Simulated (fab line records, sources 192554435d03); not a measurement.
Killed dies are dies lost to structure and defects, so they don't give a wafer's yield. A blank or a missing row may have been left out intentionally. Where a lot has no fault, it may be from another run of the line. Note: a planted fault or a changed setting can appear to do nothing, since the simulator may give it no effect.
Matching of chambers ; flow n5Finfet ; N5_BEOL_M7_ETCH_65 on rieDiel-04 has 4 sister chambers
The step etches SiARC in CF4, target depth 15.6 nm, time 26 s. 22 wafers are shown with their chamber, then 11 later ones without.

== WAFERS PAIRED WITH THEIR CHAMBERS ==
wafer;chamber;drypumpMotorCurrentA (A);showerheadPlenumPTorr (Torr);throttleValvePct (%)
L077.1;2;6.2;2.08;14.99
L077.2;1;6.3;2.20;15.89
L077.5;2;6.2;2.08;15.01
L076.2;2;6.2;2.08;15.02
L076.3;3;5.9;2.20;15.42
L076.5;3;5.9;2.20;15.43
L080.2;0;5.6;2.20;15.34
L080.5;1;6.3;2.20;15.92
L080.6;2;6.2;2.08;15.04
L082.1;2;6.2;2.08;15.05
L082.3;1;6.2;2.19;15.91
L082.5;2;6.2;2.08;15.03
L085.1;0;5.6;2.20;15.35
L085.2;2;6.2;2.08;15.04
L085.6;2;6.2;2.08;15.04
L087.3;0;5.6;2.20;15.34
L087.4;1;6.3;2.19;15.91
L087.5;2;6.2;2.08;15.06
L086.3;2;6.2;2.07;15.05
L086.4;3;5.9;2.20;15.47
L086.5;2;6.2;2.07;15.05
L090.3;1;6.3;2.19;15.43

SIGNATURES (means of the wafers above)
reading;chamber 0;chamber 1;chamber 2;chamber 3;scatter within a chamber
drypumpMotorCurrentA;5.600;6.280;6.200;5.900;0.0211
showerheadPlenumPTorr;2.2000;2.1940;2.0782;2.2000;0.00397
throttleValvePct;15.3433;15.8120;15.0345;15.4400;0.102
Rule: for each reading, subtract the chamber's mean from the wafer's reading, divide by that reading's scatter and square the result; add these up over the readings and take the root, which gives the wafer's distance from the chamber. The wafer belongs to the nearest chamber; if the next one is less than 2 further off, it can't be placed. The scatter is the square root of a quotient: the sum, over the shown wafers, of each reading's squared deviation from its chamber's mean, divided by wafers minus chambers.

== WAFERS WHOSE CHAMBER IS MISSING ==
wafer;drypumpMotorCurrentA (A);showerheadPlenumPTorr (Torr);throttleValvePct (%)
L090.4;5.7;2.19;15.37
L090.5;5.7;2.19;15.39
L091.1;6.3;2.19;15.43
L091.2;5.6;2.19;15.38
L091.3;5.9;2.19;15.50
L097.2;5.9;2.19;15.52
L097.4;6.3;2.19;15.46
L097.5;5.7;2.19;15.39
L095.2;6.2;2.07;15.10
L095.3;5.9;2.19;15.52
L095.4;5.7;2.19;15.41

== WHICH CHAMBER EACH ONE RAN IN ==
wafer;from the rows above;in truth
L090.4;0;0
L090.5;0;0
L091.1;1;1
L091.2;0;0
L091.3;3;3
L097.2;3;3
L097.4;1;1
L097.5;0;0
L095.2;2;2
L095.3;3;3
L095.4;0;0
Placed correctly: 11 of 11. Can't be placed from these rows: 0. Number placed wrongly: 0.
